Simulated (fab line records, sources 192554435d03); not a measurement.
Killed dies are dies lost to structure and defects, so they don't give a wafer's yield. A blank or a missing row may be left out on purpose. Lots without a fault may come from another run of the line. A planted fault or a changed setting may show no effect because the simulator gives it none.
fab line records | flow n5_finfet | part 2 of 2: steps 17 to 17 of 17
record lots=7 wafers=18 last_day=17
route steps=1938 shown SDB@357 BEOL_M4@1111 PASSIVATION@1936
lots that met no fault: from a run of the same line without faults
start_h: hours from the record's first day to the start of the lot's first wafer shown | wait_h: hours since the lot's step before | " the same as in the row above | L1.1+2: a row that stands for several wafers | - no value, or no start given | * or withheld: withheld | < > ~ a bound
route shown NAME@n: a module of which the file shows steps, and the number in the route of the first | usual: mean/standard deviation of fault-free wafers | same: alike in all rows | chamber/n: place in a boat | sites: the reading at each site | _std_site: their standard deviation | _edge_site: outer sites' mean less inner sites' | radius_mm: how far each site lies from the wafer's centre | mask NAME#n: copy n | behind: the tool/chamber that last shaped the wafer | hold: why the lot was held/for how many hours/how that ended | device: the transistor (n, p or np) that didn't switch | end of line: the same wafers' tests at the end of the route | a step without rows: its recipe alone | killed: dies lost to structure and defects at the first sort, not the wafer's yield | map: a wafer's dies, x killed, . not, _ none there
set.NAME: the setting as run; set.NAME@STEP: as run at that earlier step | model.NAME: the simulator's own value behind a step, which no gauge read
lots at some steps of the route; a table a step, a row a wafer
services: from which hour (start_h, from the record's first day; less than 0 if before it) a tool's chamber was out of use, for how many hours, and why
## steps
# step N5_PASSIVATION_PROBE_49
# usual defect_limited_yield=91.5/1.4 killed_at_M0_to_M3=33/10 killed_at_M4_up=13/5 killed_at_contacts=13/5.6 killed_at_front_end=38/12 killed_at_other=3.9/2.7 killed_dies=100/16 killed_on_rim=13/4 killed_open=66/13 killed_short=32/7.2 sort_bin_5_function=5.0/0.97 sort_bin_6_memory=3.2/0.61 sort_n_pass=1080/16 sort_yield_pct=91.5/1.4
# same gross_dies=1180 killed_at_back_side=0 sort_bin_4_leakage[%]=0 sort_bin_8_speed[%]=0
# columns lot.wafer tool chamber start_h wait_h defect_limited_yield[%] killed_at_M0_to_M3 killed_at_M4_up killed_at_contacts killed_at_front_end killed_at_other killed_dies killed_on_rim killed_open killed_short sort_bin_5_function[%] sort_bin_6_memory[%] sort_n_pass sort_yield_pct[%]
L931.3 prober-02 - 289.45 0.1 90.8 37 27 9 31 5 109 11 72 37 6.2 2.6 1071 90.8
L931.5 prober-02 - 289.55 0.2 90.8 58 4 16 26 4 108 10 59 46 4.3 4.4 1072 90.8
L931.6 prober-02 - 289.60 0.3 90.4 20 19 18 53 3 113 17 70 43 5.6 3.6 1067 90.4
L940.2 prober-02 - 327.17 0.1 92.9 28 12 9 33 2 84 11 56 28 4.5 2.4 1096 92.9
L940.4 prober-02 - 327.27 0.2 92.5 12 16 18 41 1 88 16 58 29 4.6 2.7 1092 92.5
L940.5 prober-02 - 327.32 0.2 90.1 39 16 16 42 4 117 5 77 37 4.8 4.6 1063 90.1
L941.1 prober-02 - 336.29 0.0 92.8 26 15 9 30 5 85 9 53 29 3.9 3.1 1095 92.8
L941.2 prober-02 - 336.34 0.1 93.7 29 5 10 22 8 74 9 46 28 4.2 2.1 1106 93.7
L941.6 prober-02 - 336.54 0.3 92.7 36 7 17 24 2 86 13 61 23 4.7 2.4 1094 92.7
L943.1 prober-02 - 342.73 0.0 91.3 31 11 10 45 6 103 13 60 40 5.3 3.1 1077 91.3
L943.2 prober-02 - 342.78 0.1 89.1 31 9 16 68 5 129 16 92 35 7.0 3.6 1051 89.1
L943.4 prober-02 - 342.88 0.2 93.4 26 7 8 35 2 78 10 49 28 4.4 2.1 1102 93.4
L947.2 prober-01 - 379.35 0.1 92.1 37 13 11 18 14 93 7 61 30 4.7 3.1 1087 92.1
L947.3 prober-01 - 379.40 0.1 90.6 42 21 14 28 6 111 11 76 28 6.1 3.0 1069 90.6
L953.1 prober-01 - 413.56 0.0 92.5 39 14 17 18 0 88 10 59 29 4.4 2.8 1092 92.5
L953.2 prober-01 - 413.61 0.1 91.4 28 23 31 19 1 102 11 71 30 4.4 3.9 1078 91.4
L951.2 prober-02 - 414.34 0.1 92.8 15 12 15 40 3 85 14 50 35 5.1 2.1 1095 92.8
L951.3 prober-02 - 414.39 0.1 89.7 36 23 15 43 4 121 26 81 39 6.5 3.1 1059 89.7
# killed by level:class
L931.3 BEOL_M4:geometric_particle:open=14 MOL_CONTACT_COAG:geometric_particle:open=8 BEOL_M0_SAQP:geometric_particle:short=8 BEOL_M3:geometric_particle:open=7 BEOL_M0_SAQP:geometric_particle:open=6 GATE_CUT:geometric_particle:open=5 FIN_SAQP:geometric_particle:open=4 STI_FIN_REVEAL:geometric_particle:open=4
L931.5 MOL_CONTACT_COAG:geometric_particle:open=12 BEOL_M0_SAQP:geometric_particle:short=10 BEOL_M0_SAQP:geometric_particle:open=8 BEOL_M1:geometric_particle:open=8 BEOL_M3:geometric_particle:open=8 STI_FIN_REVEAL:geometric_particle:open=7 BEOL_M2:geometric_particle:short=7 FIN_SAQP:geometric_particle:short=6
L931.6 MOL_CONTACT_COAG:geometric_particle:open=15 FIN_SAQP:geometric_particle:open=13 BEOL_M4:geometric_particle:open=11 FIN_SAQP:geometric_particle:short=10 SPACER0:geometric_particle:short=7 DUMMY_GATE:geometric_particle:open=5 STI_FIN_REVEAL:geometric_particle:open=5 GATE_CUT:geometric_particle:short=4
L940.2 FIN_SAQP:geometric_particle:open=7 BEOL_M0_SAQP:geometric_particle:open=7 STI_FIN_REVEAL:geometric_particle:open=6 MOL_CONTACT_COAG:geometric_particle:open=6 BEOL_M3:geometric_particle:open=5 BEOL_M4:geometric_particle:open=5 BEOL_M1:geometric_particle:open=4 BEOL_M5:geometric_particle:open=4
L940.4 MOL_CONTACT_COAG:geometric_particle:open=14 STI_FIN_REVEAL:geometric_particle:open=9 BEOL_M5:geometric_particle:open=7 FIN_SAQP:geometric_particle:short=6 BEOL_M1:geometric_particle:open=5 STARTING-WAFER:geometric_particle:open=5 FIN_SAQP:geometric_particle:open=4 GATE_CUT:geometric_particle:short=4
L940.5 MOL_CONTACT_COAG:geometric_particle:open=12 BEOL_M1:geometric_particle:open=11 STI_FIN_REVEAL:geometric_particle:open=8 FIN_SAQP:geometric_particle:short=7 BEOL_M0_SAQP:geometric_particle:short=7 BEOL_M3:geometric_particle:open=7 BEOL_M0_SAQP:geometric_particle:open=6 GATE_CUT:geometric_particle:open=5
L941.1 BEOL_M2:geometric_particle:open=9 BEOL_M4:geometric_particle:open=8 STI_FIN_REVEAL:geometric_particle:open=7 MOL_CONTACT_COAG:geometric_particle:open=7 SPACER0:geometric_particle:short=6 BEOL_M0_SAQP:geometric_particle:short=6 BEOL_M0_SAQP:geometric_particle:open=4 GATE_CUT:geometric_particle:open=3
L941.2 BEOL_M1:geometric_particle:open=8 MOL_CONTACT_COAG:geometric_particle:open=6 BEOL_M0_SAQP:geometric_particle:open=5 GATE_CUT:geometric_particle:open=4 MOL_CONTACT_COAG:geometric_particle:short=4 FIN_SAQP:geometric_particle:short=3 BEOL_M0_SAQP:geometric_particle:short=3 BEOL_M1:geometric_particle:short=3
L941.6 MOL_CONTACT_COAG:geometric_particle:open=14 BEOL_M0_SAQP:geometric_particle:open=8 BEOL_M2:geometric_particle:open=8 FIN_SAQP:geometric_particle:open=6 BEOL_M0_SAQP:geometric_particle:short=6 DUMMY_GATE:geometric_particle:open=4 BEOL_M3:geometric_particle:open=4 MOL_CONTACT_COAG:geometric_particle:short=3
L943.1 BEOL_M0_SAQP:geometric_particle:open=12 FIN_SAQP:geometric_particle:short=11 MOL_CONTACT_COAG:geometric_particle:open=9 STI_FIN_REVEAL:geometric_particle:open=6 BEOL_M0_SAQP:geometric_particle:short=6 FIN_SAQP:geometric_particle:open=5 BEOL_M5:geometric_particle:open=4 DUMMY_GATE:geometric_particle:short=4
L943.2 STI_FIN_REVEAL:geometric_particle:open=25 MOL_CONTACT_COAG:geometric_particle:open=15 BEOL_M0_SAQP:geometric_particle:open=10 FIN_SAQP:geometric_particle:short=8 BEOL_M0_SAQP:geometric_particle:short=8 FIN_SAQP:geometric_particle:open=6 DUMMY_GATE:geometric_particle:open=6 STI_FIN_REVEAL:geometric_particle:short=5
L943.4 FIN_SAQP:geometric_particle:short=9 BEOL_M0_SAQP:geometric_particle:short=9 FIN_SAQP:geometric_particle:open=7 BEOL_M0_SAQP:geometric_particle:open=7 MOL_CONTACT_COAG:geometric_particle:open=6 STI_FIN_REVEAL:geometric_particle:open=5 BEOL_M3:geometric_particle:open=4 BEOL_M5:geometric_particle:open=4
L947.2 BEOL_M1:geometric_particle:open=10 MOL_CONTACT_COAG:geometric_particle:open=8 BEOL_M0_SAQP:geometric_particle:open=8 FIN_SAQP:geometric_particle:open=7 BEOL_M3:geometric_particle:open=5 MIM_TOP_ETCH:geometric_particle:short=5 MIM_TOP_ETCH:geometric_particle:open=5 BEOL_M0:geometric_particle:open=4
L947.3 BEOL_M1:geometric_particle:open=15 MOL_CONTACT_COAG:geometric_particle:open=12 FIN_SAQP:geometric_particle:open=6 BEOL_M0_SAQP:geometric_particle:open=6 BEOL_M0_SAQP:geometric_particle:short=6 BEOL_M12:coat_microbubble_printed=5 STARTING-WAFER:geometric_particle:open=4 DUMMY_GATE:geometric_particle:open=4
L953.1 MOL_CONTACT_COAG:geometric_particle:open=13 BEOL_M2:geometric_particle:open=13 BEOL_M3:geometric_particle:open=8 BEOL_M0_SAQP:geometric_particle:open=7 BEOL_M0_SAQP:geometric_particle:short=6 STI_FIN_REVEAL:geometric_particle:open=4 MOL_CONTACT_COAG:geometric_particle:short=4 DUMMY_GATE:geometric_particle:open=3
L953.2 MOL_CONTACT_COAG:geometric_particle:open=26 BEOL_M4:geometric_particle:open=8 MOL_CONTACT_COAG:geometric_particle:short=5 BEOL_M1:geometric_particle:open=5 BEOL_M2:geometric_particle:open=5 BEOL_M4:geometric_particle:short=5 GATE_CUT:geometric_particle:short=4 BEOL_M0_SAQP:geometric_particle:open=4
L951.2 FIN_SAQP:geometric_particle:open=9 MOL_CONTACT_COAG:geometric_particle:open=9 GATE_CUT:geometric_particle:short=7 FIN_SAQP:geometric_particle:short=6 STI_FIN_REVEAL:geometric_particle:open=6 MOL_CONTACT_COAG:geometric_particle:short=6 BEOL_M4:geometric_particle:open=6 BEOL_M3:geometric_particle:open=5
L951.3 MOL_CONTACT_COAG:geometric_particle:open=13 BEOL_M4:geometric_particle:open=13 STI_FIN_REVEAL:geometric_particle:open=10 FIN_SAQP:geometric_particle:open=9 FIN_SAQP:geometric_particle:short=9 BEOL_M0_SAQP:geometric_particle:short=9 BEOL_M0_SAQP:geometric_particle:open=5 BEOL_M1:geometric_particle:open=5
## services
# columns tool chamber start_h hours kind
rie_diel-04 1 57.67 9.6 repair
rie_diel-01 3 80.03 - clean
rie_diel-01 3 80.03 - consumable_replace:focus_ring
rie_diel-01 3 80.03 17.7 scheduled_down
rie_diel-01 3 80.03 17.7 vent_cycle
rie_si-04 - 85.43 28.1 pm
rie_diel-01 1 86.89 2.2 repair
rie_diel-06 3 95.74 5.3 repair
rie_diel-06 1 102.17 2.4 repair
rie_diel-01 - 104.58 0.5 repair
rie_diel-06 0 118.56 6.0 repair
rie_si-04 2 123.26 19.5 repair
rie_diel-04 2 135.03 - clean
rie_diel-04 2 135.03 - consumable_replace:focus_ring
rie_diel-04 2 135.03 - consumable_replace:showerhead
rie_diel-04 2 135.03 19.1 scheduled_down
rie_diel-04 2 135.03 19.1 vent_cycle
plasma_asher-01 - 151.40 9.6 repair
rie_si-02 - 153.92 14.6 pm
rie_diel-04 0 204.28 - clean
rie_diel-04 0 204.28 - consumable_replace:focus_ring
rie_diel-04 0 204.28 17.3 scheduled_down
rie_diel-04 0 204.28 17.3 vent_cycle
rie_si-02 0 204.38 7.3 repair
